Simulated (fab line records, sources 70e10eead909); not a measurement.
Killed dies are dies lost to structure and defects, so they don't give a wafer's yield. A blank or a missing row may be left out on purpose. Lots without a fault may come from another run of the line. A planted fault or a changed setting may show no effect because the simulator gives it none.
fab line records | flow nand_harc
record lots=24 wafers=72 last_day=33
route steps=1302 shown A_STAIRCASE@710
lots that met no fault: from a run of the same line without faults
start_h: hours from the record's first day to the start of the lot's first wafer shown | wait_h: hours since the lot's step before | " the same as in the row above | L1.1+2: a row that stands for several wafers | - no value, or no start given | * or withheld: withheld | < > ~ a bound
route shown NAME@n: a module of which the file shows steps, and the number in the route of the first | usual: mean/standard deviation of fault-free wafers | same: alike in all rows | chamber/n: place in a boat | sites: the reading at each site | _std_site: their standard deviation | _edge_site: outer sites' mean less inner sites' | radius_mm: how far each site lies from the wafer's centre | mask NAME#n: copy n | behind: the tool/chamber that last shaped the wafer | hold: why the lot was held/for how many hours/how that ended | device: the transistor (n, p or np) that didn't switch | end of line: the same wafers' tests at the end of the route | a step without rows: its recipe alone | killed: dies lost to structure and defects at the first sort, not the wafer's yield | map: a wafer's dies, x killed, . not, _ none there
set.NAME: the setting as run; set.NAME@STEP: as run at that earlier step | model.NAME: the simulator's own value behind a step, which no gauge read
steps of the route over a sample of lots; a table a step, a row a wafer
services: from which hour (start_h, from the record's first day; less than 0 if before it) a tool's chamber was out of use, for how many hours, and why
## steps
# step NHARC_A_STAIRCASE_TRIM_196
# recipe time_s=211.2 o2_flow_sccm=500 ar_flow_sccm=0 bias_w=0 chemistry=O2
# usual drypump_motor_current_A=5.7/0.59 oes_product_au=0.998/0.0077 rf_vpp_V=57.9/1 showerhead_plenum_p_Torr=3.55/0.18 throttle_valve_pct=17.038/0.0083
# columns lot.wafer tool chamber start_h wait_h drypump_motor_current_A oes_product_au rf_hours_counter_h rf_vpp_V showerhead_plenum_p_Torr throttle_valve_pct
L074.1 rie_diel-01 1 358.54 0.1 6.2 0.999 48 57.5 3.68 17.046
L074.6 " 0 " " 4.8 1.006 - 57.8 3.27 17.049
L074.4 " 1 " " 6.2 1.000 - 56.7 3.68 17.031
L075.3 rie_diel-09 0 364.80 0.1 6.1 0.990 10 57.7 3.58 17.035
L075.5 " 1 " " 5.5 0.998 - 58.7 3.56 17.043
L075.4 " 0 " " 6.1 0.998 - 58.0 3.58 17.034
L076.3 rie_diel-05 3 376.47 0.1 6.4 1.002 38 57.6 3.71 17.043
L076.5 " 3 " " 6.3 1.002 - 59.7 3.71 17.040
L076.6 " 0 " " 5.9 0.997 - 58.1 3.33 17.039
L077.3 rie_diel-01 0 400.54 0.1 4.8 1.001 4 58.8 3.81 17.045
L077.2 " 1 " " 6.3 0.999 6 58.1 3.67 17.021
L077.4 " 2 " " 6.4 0.993 6 60.0 3.80 17.034
L078.3 rie_diel-05 3 403.52 0.1 6.3 0.995 51 59.6 3.71 17.037
L078.4 " 2 " " 4.7 0.999 57 58.6 3.51 17.035
L078.6 " 3 " " 6.3 0.988 - 58.0 3.71 17.029
L079.3 rie_diel-01 2 406.92 0.2 6.4 1.006 - 57.3 3.80 17.043
L079.4 " 3 " " 6.1 1.004 - 57.5 3.30 17.033
L079.5 " 2 " " 6.4 1.007 - 59.6 3.80 17.027
L080.1 rie_diel-09 3 409.27 0.1 5.6 0.994 30 57.2 3.52 17.040
L080.6 " 2 " " 5.8 1.014 - 57.3 3.35 17.049
L080.5 " 3 " " 5.5 0.999 - 59.1 3.52 17.021
L081.4 rie_diel-05 3 425.90 0.1 6.4 0.988 3 59.0 3.70 17.033
L081.2 " 2 " " 4.7 0.982 4 57.4 3.51 17.020
L081.5 " 3 " " 6.3 0.995 - 58.9 3.70 17.052
L083.1 rie_diel-05 1 438.03 0.1 5.3 1.007 6 58.6 3.64 17.050
L083.4 " 0 " " 5.8 0.992 5 55.5 3.32 17.033
L083.5 " 1 " " 5.4 0.995 - 58.3 3.64 17.029
L082.3 rie_diel-05 3 445.45 0.1 6.3 1.005 7 57.3 3.70 17.047
L082.4 " 0 " " 5.9 0.982 8 58.2 3.32 17.011
L082.6 " 2 " " 4.7 0.986 - 57.0 3.50 17.034
L084.2 rie_diel-05 0 455.97 0.1 5.9 1.001 11 57.4 3.32 17.040
L084.3 " 1 " " 5.3 0.998 12 59.2 3.64 17.042
L084.5 " 0 " " 5.9 1.006 - 57.3 3.32 17.027
L085.4 rie_diel-01 3 467.77 0.1 6.0 0.996 28 57.3 3.29 17.046
L085.1 " 1 " " 6.2 1.008 21 59.0 3.66 17.034
L085.3 " 2 " " 6.4 0.998 35 59.2 3.79 17.054
L086.3 rie_diel-05 0 480.95 0.1 5.9 1.001 19 58.2 3.31 17.037
L086.1 " 1 " " 5.3 1.003 21 57.8 3.63 17.040
L086.4 " 3 " " 6.3 0.994 17 58.2 3.70 17.022
L087.2 rie_diel-01 3 498.98 0.1 6.1 1.002 42 55.9 3.29 17.037
L087.1 " 1 " " 6.3 0.994 28 59.2 3.66 17.041
L087.4 " 2 " " 6.4 0.994 48 58.9 3.78 17.027
L089.3 rie_diel-05 0 501.96 0.1 5.9 0.991 25 56.1 3.31 17.023
L089.2 " 1 " " 5.3 1.002 26 59.1 3.63 17.047
L089.6 " 0 " " 5.9 1.001 - 56.6 3.31 17.041
L088.3 rie_diel-01 0 502.27 0.1 4.9 1.015 35 58.1 3.79 17.046
L088.2 " 1 " " 6.3 0.995 30 58.8 3.66 17.038
L088.6 " 2 " " 6.4 1.013 - 57.2 3.78 17.052
L090.1 rie_diel-01 0 519.42 0.1 4.9 0.998 41 59.0 3.78 17.031
L090.3 " 2 " " 6.4 1.008 57 58.2 3.77 17.036
L090.5 " 0 " " 4.9 1.012 - 57.2 3.78 17.028
L091.1 rie_diel-01 3 538.83 0.1 6.0 1.000 57 57.7 3.28 17.039
L091.3 " 0 " " 4.9 0.998 48 57.0 3.78 17.042
L091.6 " 3 " " 6.0 0.984 - 56.9 3.28 17.040
L092.1 rie_diel-05 2 540.32 0.1 4.7 0.996 35 56.6 3.49 17.035
L092.3 " 3 " " 6.4 0.995 33 57.8 3.69 17.034
L092.2 " 1 " " 5.4 1.013 39 57.8 3.62 17.037
L093.1 rie_diel-05 3 544.42 0.1 6.3 1.004 35 59.6 3.69 17.029
L093.4 " 1 " " 5.3 1.006 40 57.6 3.62 17.049
L093.5 " 3 " " 6.3 1.002 - 59.0 3.69 17.032
L094.1 rie_diel-05 3 561.07 0.1 6.3 1.004 39 57.9 3.68 17.058
L094.4 " 0 " " 5.8 0.985 41 56.3 3.30 17.033
L094.6 " 2 " " 4.7 0.982 - 56.7 3.49 17.042
L096.4 rie_diel-05 3 572.51 0.1 6.3 1.001 46 58.6 3.68 17.036
L096.3 " 0 " " 5.9 0.999 47 57.5 3.30 17.043
L096.5 " 2 " " 4.7 1.003 - 56.2 3.48 17.029
L095.1 rie_diel-09 1 578.87 0.1 5.6 0.996 18 57.5 3.52 17.035
L095.3 " 3 " " 5.6 0.994 21 58.9 3.50 17.049
L095.5 " 1 " " 5.5 1.002 - 57.6 3.52 17.039
L097.4 rie_diel-01 3 599.56 0.1 6.1 0.990 7 58.1 3.80 17.060
L097.1 " 0 " " 4.8 1.000 4 57.8 3.77 17.032
L097.5 " 3 " " 6.1 0.994 - 57.8 3.80 17.021
# step NHARC_A_STAIRCASE_ETCH_199
# recipe target_depth_a=1000 time_s=40.5 ion_energy_ev=400 c4f8_flow_sccm=20 o2_flow_sccm=10 ar_flow_sccm=withheld rf_w=600 bias_w=1000 chemistry=C4F8/O2
# usual oes_product_au=0.941/0.011 rf_vpp_V=897/6.5
# columns lot.wafer tool chamber start_h wait_h oes_product_au rf_hours_counter_h rf_vpp_V
L074.1 rie_diel-01 3 - - 0.944 55 889
L074.6 " 1 " " 0.944 - 901
L074.4 " 0 " " 0.952 - 887
L075.3 rie_diel-09 3 - - 0.953 9 896
L075.5 " 3 " " 0.944 - 897
L075.4 " 0 " " 0.939 - 899
L076.3 rie_diel-05 0 - - 0.949 45 889
L076.5 " 0 " " 0.937 - 890
L076.6 " 1 " " 0.967 - 900
L077.4 rie_diel-01 3 - - 0.945 5 887
L077.3 " 0 " " 0.941 4 906
L077.2 " 2 " " 0.959 6 905
L078.4 rie_diel-05 1 - - 0.973 54 901
L078.3 " 2 " " 0.948 57 894
L078.6 " 3 " " 0.946 - 902
L079.3 rie_diel-01 2 - - 0.944 - 903
L079.4 " 3 " " 0.944 - 887
L079.5 " 3 " " 0.925 - 886
L080.1 rie_diel-09 1 - - 0.946 34 897
L080.5 " 3 " " 0.940 - 895
L080.6 " 0 " " 0.947 - 897
L081.4 rie_diel-05 2 - - 0.940 4 896
L081.2 " 0 " " 0.946 3 887
L081.5 " 3 " " 0.956 - 902
L083.4 rie_diel-05 0 - - 0.932 5 888
L083.1 " 2 " " 0.931 6 896
L083.5 " 3 " " 0.948 - 902
L082.3 rie_diel-05 0 - - 0.936 8 889
L082.4 " 3 " " 0.935 7 903
L082.6 " 1 " " 0.940 - 901
L084.3 rie_diel-05 0 - - 0.941 12 888
L084.2 " 1 " " 0.954 13 900
L084.5 " 3 " " 0.966 - 902
L085.4 rie_diel-01 0 - - 0.935 19 906
L085.3 " 1 " " 0.944 21 901
L085.1 " 3 " " 0.923 29 887
L086.4 rie_diel-05 0 - - 0.930 19 887
L086.1 " 1 " " 0.931 21 900
L086.3 " 2 " " 0.928 19 896
L087.4 rie_diel-01 0 - - 0.951 34 907
L087.2 " 2 " " 0.953 49 905
L087.1 " 3 " " 0.948 42 887
L089.2 rie_diel-05 2 - - 0.924 24 896
L089.3 " 3 " " 0.946 23 901
L089.6 " 2 " " 0.923 - 895
L088.3 rie_diel-01 0 - - 0.935 35 905
L088.2 " 1 " " 0.940 30 901
L088.6 " 0 " " 0.939 - 905
L090.3 rie_diel-01 3 - - 0.932 51 887
L090.1 " 1 " " 0.937 35 901
L090.5 " 3 " " 0.934 - 886
L091.3 rie_diel-01 1 - - 0.948 42 901
L091.1 " 2 " " 0.934 62 905
L091.6 " 0 " " 0.946 - 904
L092.2 rie_diel-05 2 - - 0.925 35 895
L092.1 " 3 " " 0.937 34 902
L092.3 " 0 " " 0.948 37 889
L093.4 rie_diel-05 2 - - 0.922 37 896
L093.1 " 0 " " 0.931 38 888
L093.5 " 3 " " 0.926 - 902
L094.4 rie_diel-05 0 - - 0.936 42 888
L094.1 " 3 " " 0.931 39 902
L094.6 " 0 " " 0.929 - 887
L096.3 rie_diel-05 0 - - 0.932 47 887
L096.4 " 2 " " 0.916 48 895
L096.5 " 3 " " 0.932 - 902
L095.1 rie_diel-09 2 - - 0.933 29 888
L095.3 " 1 " " 0.933 18 895
L095.5 " 2 " " 0.943 - 888
L097.1 rie_diel-01 2 - - 0.939 13 903
L097.4 " 0 " " 0.941 5 905
L097.5 " 3 " " 0.950 - 904
# step NHARC_A_STAIRCASE_ETCH_201
# recipe target_depth_a=1000 time_s=40.5 ion_energy_ev=400 c4f8_flow_sccm=20 o2_flow_sccm=10 ar_flow_sccm=withheld rf_w=600 bias_w=1000 chemistry=C4F8/O2
# usual oes_product_au=0.940/0.01 rf_vpp_V=897/6.5
# columns lot.wafer tool chamber start_h wait_h oes_product_au rf_hours_counter_h rf_vpp_V
L074.1 rie_diel-01 3 - - 0.942 55 888
L074.6 " 0 " " 0.935 - 886
L074.4 " 1 " " 0.943 - 902
L075.3 rie_diel-09 1 - - 0.948 13 898
L075.4 " 0 " " 0.943 - 898
L075.5 " 3 " " 0.945 - 895
L076.3 rie_diel-05 0 - - 0.935 45 889
L076.5 " 0 " " 0.945 - 888
L076.6 " 1 " " 0.942 - 901
L077.4 rie_diel-01 3 - - 0.941 5 888
L077.2 " 0 " " 0.947 4 905
L077.3 " 1 " " 0.941 6 902
L078.3 rie_diel-05 1 - - 0.959 54 900
L078.4 " 2 " " 0.933 57 895
L078.6 " 2 " " 0.941 - 895
L079.3 rie_diel-01 3 - - 0.930 - 887
L079.4 " 2 " " 0.935 - 906
L079.5 " 2 " " 0.934 - 907
L080.1 rie_diel-09 1 - - 0.955 34 896
L080.6 " 0 " " 0.954 - 898
L080.5 " 1 " " 0.949 - 896
L081.2 rie_diel-05 2 - - 0.959 4 895
L081.4 " 1 " " 0.947 4 899
L081.5 " 2 " " 0.939 - 895
L083.4 rie_diel-05 3 - - 0.938 5 903
L083.1 " 2 " " 0.930 6 896
L083.5 " 0 " " 0.940 - 888
L082.4 rie_diel-05 1 - - 0.934 9 900
L082.3 " 2 " " 0.936 8 895
L082.6 " 0 " " 0.936 - 889
L084.3 rie_diel-05 1 - - 0.951 13 901
L084.2 " 3 " " 0.964 10 902
L084.5 " 1 " " 0.951 - 899
L085.4 rie_diel-01 2 - - 0.949 35 904
L085.3 " 0 " " 0.957 19 906
L085.1 " 1 " " 0.949 21 901
L086.4 rie_diel-05 0 - - 0.954 21 887
L086.3 " 1 " " 0.953 22 901
L086.1 " 3 " " 0.945 19 901
L087.2 rie_diel-01 3 - - 0.941 42 887
L087.1 " 0 " " 0.945 34 904
L087.4 " 2 " " 0.949 49 905
L089.2 rie_diel-05 2 - - 0.937 24 894
L089.3 " 0 " " 0.932 26 887
L089.6 " 3 " " 0.936 - 901
L088.2 rie_diel-01 2 - - 0.928 50 905
L088.3 " 3 " " 0.929 44 888
L088.6 " 2 " " 0.935 - 903
L090.3 rie_diel-01 1 - - 0.942 35 900
L090.1 " 2 " " 0.939 57 904
L090.5 " 0 " " 0.939 - 906
L091.1 rie_diel-01 0 - - 0.963 49 905
L091.3 " 2 " " 0.937 62 905
L091.6 " 0 " " 0.956 - 906
L092.1 rie_diel-05 3 - - 0.925 34 901
L092.3 " 0 " " 0.916 37 888
L092.2 " 1 " " 0.912 39 898
L093.4 rie_diel-05 1 - - 0.944 40 900
L093.1 " 2 " " 0.935 37 897
L093.5 " 2 " " 0.936 - 894
L094.1 rie_diel-05 3 - - 0.929 39 901
L094.4 " 0 " " 0.941 42 889
L094.6 " 3 " " 0.932 - 902
L096.3 rie_diel-05 0 - - 0.930 48 888
L096.4 " 3 " " 0.923 47 902
L096.5 " 1 " " 0.937 - 900
L095.1 rie_diel-09 2 - - 0.944 29 888
L095.3 " 3 " " 0.959 21 895
L095.5 " 2 " " 0.947 - 890
L097.4 rie_diel-01 2 - - 0.934 13 905
L097.1 " 3 " " 0.953 7 906
L097.5 " 0 " " 0.948 - 905
# step NHARC_A_STAIRCASE_DESCUM_219
# recipe time_s=3 o2_flow_sccm=200 ar_flow_sccm=0 bias_power_w=0 chemistry=O2
# usual drypump_motor_current_A=5.7/0.53 oes_product_au=1.000/0.0068 rf_vpp_V=57.8/0.92 showerhead_plenum_p_Torr=1.92/0.1 throttle_valve_pct=11.312/0.009
# same bias_power_w=0
# columns lot.wafer tool chamber start_h wait_h drypump_motor_current_A oes_product_au rf_hours_counter_h rf_vpp_V showerhead_plenum_p_Torr throttle_valve_pct
L074.4 rie_diel-05 0 361.28 - 5.8 1.000 42 56.3 1.80 11.310
L074.1 " 1 " " 5.3 1.000 39 59.1 1.99 11.313
L074.6 " 2 " " 4.7 1.002 - 57.2 1.91 11.316
L075.3 rie_diel-01 0 367.36 - 4.8 1.000 56 56.6 1.76 11.318
L075.4 " 3 " " 6.0 1.002 57 56.6 1.79 11.326
L075.5 " 0 " " 4.8 1.000 - 56.1 1.76 11.310
L076.3 rie_diel-05 1 378.94 - 5.3 0.996 44 58.8 1.99 11.317
L076.6 " 0 " " 5.8 0.998 - 59.2 1.80 11.322
L076.5 " 1 " " 5.3 1.011 - 58.7 1.99 11.305
L077.3 rie_diel-01 2 403.22 - 6.4 1.003 7 58.9 2.07 11.326
L077.4 " 3 " " 6.1 1.000 5 57.1 1.78 11.313
L077.2 " 0 " " 4.8 1.011 5 58.2 2.08 11.304
L078.3 rie_diel-05 1 406.09 - 5.3 0.997 55 57.8 1.98 11.320
L078.4 " 0 " " 5.8 1.006 56 57.8 1.79 11.309
L078.6 " 1 " " 5.3 0.996 - 58.2 1.98 11.307
L079.4 rie_diel-01 3 409.94 - 6.0 1.006 - 57.7 1.78 11.303
L079.3 " 2 " " 6.4 1.005 - 59.1 2.07 11.318
L079.5 " 3 " " 6.0 0.987 - 58.4 1.78 11.322
L080.1 rie_diel-09 1 411.83 - 5.5 1.003 34 58.1 1.92 11.330
L080.5 " 0 " " 6.1 1.006 - 58.3 1.94 11.314
L080.6 " 1 " " 5.5 1.015 - 57.7 1.92 11.335
L081.2 rie_diel-05 1 428.52 - 5.3 0.999 4 56.8 1.98 11.296
L081.4 " 2 " " 4.7 0.996 4 58.1 1.90 11.304
L081.5 " 2 " " 4.7 0.996 - 58.1 1.90 11.303
L083.1 rie_diel-01 2 440.62 - 6.4 1.006 26 57.7 2.07 11.315
L083.4 " 1 " " 6.3 1.005 12 58.9 1.99 11.305
L083.5 " 3 " " 6.0 0.994 - 57.5 1.78 11.323
L082.3 rie_diel-05 3 447.87 - 6.3 1.005 7 57.9 2.01 11.327
L082.4 " 2 " " 4.7 0.994 8 58.1 1.90 11.289
L082.6 " 3 " " 6.3 1.008 - 58.3 2.01 11.306
L084.3 rie_diel-01 1 459.27 - 6.2 0.996 19 57.7 1.99 11.319
L084.2 " 2 " " 6.4 1.007 33 58.8 2.07 11.331
L084.5 " 3 " " 6.1 0.990 - 55.9 1.78 11.310
L085.1 rie_diel-09 2 470.77 - 5.8 1.008 36 58.0 1.80 11.307
L085.4 " 3 " " 5.5 0.990 47 56.4 1.90 11.327
L085.3 " 0 " " 6.1 1.001 50 57.5 1.93 11.302
L086.4 rie_diel-09 1 484.54 - 5.5 1.010 65 57.7 1.91 11.312
L086.3 " 3 " " 5.5 0.995 52 56.7 1.90 11.307
L086.1 " 0 " " 6.1 0.996 58 57.6 1.93 11.312
L087.1 rie_diel-05 0 501.57 - 5.8 0.993 25 59.5 1.79 11.303
L087.4 " 1 " " 5.3 0.993 25 58.5 1.97 11.313
L087.2 " 2 " " 4.7 0.987 24 57.4 1.89 11.308
L089.3 rie_diel-01 2 504.49 - 6.4 1.001 51 58.8 2.06 11.306
L089.2 " 3 " " 6.1 1.009 45 58.5 1.77 11.315
L089.6 " 2 " " 6.4 1.006 - 58.4 2.06 11.311
L088.3 rie_diel-01 2 505.63 - 6.4 1.001 51 58.4 2.06 11.312
L088.2 " 3 " " 6.0 0.993 45 56.5 1.77 11.315
L088.6 " 1 " " 6.3 1.004 - 58.1 1.99 11.307
L090.3 rie_diel-05 0 521.99 - 5.9 1.004 33 57.0 1.78 11.294
L090.1 " 2 " " 4.7 0.985 31 56.4 1.89 11.318
L090.5 " 0 " " 5.9 0.996 - 57.7 1.78 11.310
L091.3 rie_diel-09 2 541.39 - 5.8 1.003 14 57.2 1.80 11.300
L091.1 " 1 " " 5.5 0.996 9 57.7 1.91 11.312
L091.6 " 2 " " 5.8 1.006 - 58.1 1.80 11.319
L092.3 rie_diel-09 3 543.40 - 5.5 0.994 15 57.7 1.90 11.314
L092.2 " 0 " " 6.1 0.996 14 58.9 1.92 11.301
L092.1 " 2 " " 5.8 1.001 14 58.2 1.80 11.310
L093.1 rie_diel-05 3 546.94 - 6.4 0.996 36 58.4 2.00 11.284
L093.4 " 0 " " 5.9 0.994 39 55.7 1.78 11.325
L093.5 " 2 " " 4.7 0.993 - 57.4 1.89 11.311
L094.1 rie_diel-05 2 563.66 - 4.7 0.987 41 57.8 1.89 11.312
L094.4 " 3 " " 6.3 0.993 40 58.7 2.00 11.314
L094.6 " 1 " " 5.3 1.001 - 59.0 1.97 11.311
L096.3 rie_diel-01 3 575.74 - 6.0 0.997 1 57.9 2.08 11.312
L096.4 " 3 " " 6.1 0.993 - 58.0 2.08 11.322
L096.5 " 1 " " 6.3 1.001 - 59.3 1.98 11.319
L095.3 rie_diel-09 2 581.63 - 5.8 1.001 30 58.5 1.79 11.330
L095.1 " 1 " " 5.5 1.007 19 58.4 1.91 11.303
L095.5 " 2 " " 5.8 0.999 - 57.8 1.79 11.291
L097.1 rie_diel-09 2 602.01 - 5.8 1.012 35 57.9 1.79 11.316
L097.4 " 1 " " 5.5 1.003 24 56.6 1.90 11.310
L097.5 " 3 " " 5.5 0.995 - 58.7 1.89 11.311
# step NHARC_A_STAIRCASE_ETCH_221
# recipe target_depth_a=1000 time_s=40.5 ion_energy_ev=400 c4f8_flow_sccm=20 o2_flow_sccm=10 ar_flow_sccm=withheld rf_w=600 bias_w=1000 chemistry=C4F8/O2
# usual oes_product_au=0.942/0.012 rf_vpp_V=896/6.2
# columns lot.wafer tool chamber start_h wait_h oes_product_au rf_hours_counter_h rf_vpp_V
L074.1 rie_diel-05 0 - - 0.959 42 887
L074.4 " 1 " " 0.940 39 900
L074.6 " 1 " " 0.950 - 900
L075.4 rie_diel-01 1 - - 0.952 51 902
L075.3 " 0 " " 0.953 56 886
L075.5 " 1 " " 0.949 - 901
L076.3 rie_diel-05 1 - - 0.942 44 900
L076.5 " 1 " " 0.939 - 901
L076.6 " 2 " " 0.933 - 895
L077.4 rie_diel-01 1 - - 0.949 7 901
L077.3 " 2 " " 0.949 7 906
L077.2 " 3 " " 0.948 5 888
L078.4 rie_diel-05 0 - - 0.948 56 890
L078.3 " 1 " " 0.947 55 900
L078.6 " 3 " " 0.964 - 903
L079.3 rie_diel-01 3 - - 0.927 - 887
L079.4 " 2 " " 0.938 - 907
L079.5 " 2 " " 0.946 - 906
L080.1 rie_diel-09 2 - - 0.965 13 889
L080.5 " 2 " " 0.964 - 891
L080.6 " 3 " " 0.946 - 896
L081.4 rie_diel-05 0 - - 0.921 3 888
L081.2 " 3 " " 0.939 3 902
L081.5 " 1 " " 0.927 - 900
L083.4 rie_diel-01 2 - - 0.943 26 905
L083.1 " 0 " " 0.957 13 906
L083.5 " 3 " " 0.941 - 887
L082.4 rie_diel-05 1 - - 0.921 10 900
L082.3 " 0 " " 0.925 9 888
L082.6 " 2 " " 0.923 - 895
L084.2 rie_diel-01 3 - - 0.946 27 887
L084.3 " 1 " " 0.960 19 900
L084.5 " 3 " " 0.945 - 887
L085.3 rie_diel-09 3 - - 0.923 47 896
L085.4 " 0 " " 0.945 50 897
L085.1 " 1 " " 0.967 58 898
L086.1 rie_diel-09 2 - - 0.962 40 888
L086.3 " 3 " " 0.946 52 896
L086.4 " 1 " " 0.962 65 895
L087.2 rie_diel-05 2 - - 0.929 24 896
L087.1 " 3 " " 0.936 23 902
L087.4 " 0 " " 0.940 25 889
L089.3 rie_diel-01 2 - - 0.939 51 906
L089.2 " 1 " " 0.957 31 900
L089.6 " 3 " " 0.939 - 887
L088.2 rie_diel-01 3 - - 0.931 45 886
L088.3 " 0 " " 0.941 37 904
L088.6 " 1 " " 0.944 - 899
L090.3 rie_diel-05 1 - - 0.947 35 899
L090.1 " 2 " " 0.935 31 894
L090.5 " 3 " " 0.940 - 902
L091.3 rie_diel-09 3 - - 0.948 15 895
L091.1 " 2 " " 0.952 14 888
L091.6 " 0 " " 0.936 - 897
L092.3 rie_diel-09 0 - - 0.930 15 896
L092.2 " 1 " " 0.930 10 896
L092.1 " 2 " " 0.938 15 890
L093.1 rie_diel-05 3 - - 0.943 36 902
L093.4 " 0 " " 0.939 39 887
L093.5 " 0 " " 0.942 - 888
L094.4 rie_diel-05 1 - - 0.938 44 900
L094.1 " 2 " " 0.933 41 894
L094.6 " 0 " " 0.924 - 887
L096.3 rie_diel-01 1 - - 0.944 7 900
L096.4 " 3 " " 0.933 - 906
L096.5 " 2 " " 0.950 - 904
L095.1 rie_diel-09 1 - - 0.934 19 895
L095.3 " 2 " " 0.929 30 888
L095.5 " 1 " " 0.928 - 895
L097.4 rie_diel-09 2 - - 0.951 35 889
L097.1 " 1 " " 0.968 24 896
L097.5 " 3 " " 0.943 - 893
# step NHARC_A_STAIRCASE_ETCH_236
# recipe target_depth_a=1000 time_s=40.5 ion_energy_ev=400 c4f8_flow_sccm=20 o2_flow_sccm=10 ar_flow_sccm=withheld rf_w=600 bias_w=1000 chemistry=C4F8/O2
# usual oes_product_au=0.941/0.01 rf_vpp_V=896/5.5
# columns lot.wafer tool chamber start_h wait_h oes_product_au rf_hours_counter_h rf_vpp_V
L074.1 rie_diel-09 0 - - 0.930 10 897
L074.6 " 0 " " 0.936 - 898
L074.4 " 1 " " 0.942 - 897
L075.3 rie_diel-09 1 - - 0.951 15 897
L075.4 " 0 " " 0.947 - 899
L075.5 " 1 " " 0.947 - 897
L076.3 rie_diel-05 0 - - 0.943 46 889
L076.6 " 2 " " 0.934 - 895
L076.5 " 3 " " 0.927 - 905
L077.2 rie_diel-05 1 - - 0.946 55 901
L077.4 " 2 " " 0.947 58 895
L077.3 " 0 " " 0.942 56 889
L078.3 rie_diel-05 2 - - 0.944 59 894
L078.4 " 1 " " 0.938 56 899
L078.6 " 3 " " 0.949 - 901
L079.3 rie_diel-01 2 - - 0.945 - 906
L079.4 " 3 " " 0.950 - 888
L079.5 " 3 " " 0.943 - 888
L080.1 rie_diel-09 1 - - 0.930 35 898
L080.5 " 2 " " 0.939 - 890
L080.6 " 3 " " 0.927 - 896
L081.4 rie_diel-09 3 - - 0.945 37 896
L081.2 " 2 " " 0.948 22 890
L081.5 " 0 " " 0.951 - 897
L083.4 rie_diel-05 1 - - 0.916 9 899
L083.1 " 2 " " 0.910 8 896
L083.5 " 1 " " 0.929 - 900
L082.3 rie_diel-05 2 - - 0.939 9 895
L082.4 " 3 " " 0.956 8 901
L082.6 " 0 " " 0.943 - 887
L084.3 rie_diel-01 0 - - 0.946 17 907
L084.2 " 3 " " 0.933 27 889
L084.5 " 0 " " 0.947 - 905
L085.1 rie_diel-05 2 - - 0.930 14 896
L085.3 " 3 " " 0.953 14 901
L085.4 " 1 " " 0.942 16 901
L086.4 rie_diel-09 2 - - 0.952 41 889
L086.1 " 0 " " 0.954 59 897
L086.3 " 1 " " 0.953 66 897
L087.4 rie_diel-01 0 - - 0.936 37 905
L087.2 " 1 " " 0.943 31 901
L087.1 " 2 " " 0.946 51 904
L089.2 rie_diel-05 0 - - 0.940 27 888
L089.3 " 1 " " 0.949 28 900
L089.6 " 2 " " 0.943 - 894
L088.2 rie_diel-09 2 - - 0.947 1 889
L088.3 " 0 " " 0.937 1 898
L088.6 " 0 " " 0.937 - 897
L090.1 rie_diel-05 3 - - 0.947 30 901
L090.3 " 0 " " 0.935 33 887
L090.5 " 3 " " 0.948 - 903
L091.3 rie_diel-05 0 - - 0.930 38 888
L091.1 " 1 " " 0.938 40 901
L091.6 " 3 " " 0.932 - 900
L092.3 rie_diel-05 0 - - 0.955 39 888
L092.2 " 2 " " 0.936 37 894
L092.1 " 3 " " 0.942 36 903
L093.4 rie_diel-09 1 - - 0.954 11 895
L093.1 " 3 " " 0.945 17 893
L093.5 " 1 " " 0.960 - 895
L094.1 rie_diel-05 2 - - 0.924 42 895
L094.4 " 0 " " 0.925 44 888
L094.6 " 3 " " 0.921 - 902
L096.3 rie_diel-01 1 - - 0.946 8 900
L096.5 " 2 " " 0.946 - 904
L096.4 " 3 " " 0.953 - 906
L095.1 rie_diel-09 3 - - 0.943 22 896
L095.3 " 1 " " 0.948 20 895
L095.5 " 3 " " 0.946 - 895
L097.1 rie_diel-09 2 - - 0.954 36 889
L097.4 " 0 " " 0.936 35 897
L097.5 " 2 " " 0.953 - 888
## services
# columns tool chamber start_h hours kind
rie_diel-05 0 340.06 - clean
rie_diel-05 1 340.06 - clean
rie_diel-05 2 340.06 - clean
rie_diel-05 3 340.06 - clean
rie_diel-01 2 354.91 5.2 repair
rie_diel-09 2 358.23 47.1 repair
rie_diel-05 0 364.56 - clean
rie_diel-05 1 364.56 - clean
rie_diel-05 2 364.56 - clean
rie_diel-05 3 364.56 - clean
rie_diel-01 - 380.80 9.0 pm
rie_diel-09 - 386.94 0.4 repair
rie_diel-05 0 389.75 - clean
rie_diel-05 1 389.75 - clean
rie_diel-05 2 389.75 - clean
rie_diel-05 3 389.75 - clean
rie_diel-09 0 399.13 5.0 repair
rie_diel-09 3 448.75 12.9 repair
rie_diel-01 1 476.34 10.3 repair
rie_diel-09 - 497.19 9.0 pm
rie_diel-01 - 557.80 9.0 pm
rie_diel-09 3 560.62 8.5 repair
rie_diel-09 1 566.46 6.7 repair
rie_diel-05 - 587.88 9.0 pm
## key
fault none
